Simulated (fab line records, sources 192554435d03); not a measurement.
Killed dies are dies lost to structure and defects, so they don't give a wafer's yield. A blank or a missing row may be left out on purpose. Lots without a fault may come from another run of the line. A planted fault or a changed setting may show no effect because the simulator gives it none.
One fault seen from 2 desks | flow n5_finfet | each desk has only its own numbers; what lay behind them comes last

THE TOOL OWNER'S DESK: pvd_sputter-01
The tool's own readings at N5_BEOL_M15_SPUTTER_43 (material TaN, target thk 15 nm, time 24.19 s): means of the sampled wafers that have a number, for each lot that ran on this tool. A lot is out of limits, marked OUT, if its mean lies more than 4 standard deviations from the usual mean; the brackets give that distance.
Columns: A = bias_v at N5_BEOL_M15_SPUTTER_43, usual 168.8 V; B = throttle_valve_pct at N5_BEOL_M15_SPUTTER_43, usual 29.9 %
lot  | first seen here | A     | B
L886 | day 12 06:46    | 167.6 | 29.2
L892 | day 14 00:49    | 170.1 | 29.1
L900 | day 16 02:38    | 168.9 | 29.7
This desk's finding: nothing out of limits on any of the 3 lots.

THE METROLOGY DESK
What the gauges read, lot by lot, whatever tool the lot ran on: means of the sampled wafers that have a number. A lot is out of limits, marked OUT, if its mean lies more than 4 standard deviations from the usual mean; the brackets give that distance.
Columns: A = V14_OVL at N5_BEOL_M15_OVL_MEAS_11, usual 2 nm
lot  | first seen here | A
L886 | day 11 23:44    | 10
L885 | day 12 01:14    | 8
L888 | day 12 18:10    | -0
L891 | day 13 04:39    | 0
L890 | day 13 17:55    | -4
L892 | day 13 20:20    | 1
L894 | day 14 00:10    | 5
L893 | day 14 04:09    | -2
L900 | day 15 13:14    | 4
L903 | day 16 10:44    | 1
L907 | day 17 06:57    | -3
This desk's finding: nothing out of limits on any of the 11 lots.

PUT TOGETHER
The tool owner's desk saw nothing out of limits.
The metrology desk saw nothing out of limits.

WHAT THE SIMULATOR HAD PUT IN
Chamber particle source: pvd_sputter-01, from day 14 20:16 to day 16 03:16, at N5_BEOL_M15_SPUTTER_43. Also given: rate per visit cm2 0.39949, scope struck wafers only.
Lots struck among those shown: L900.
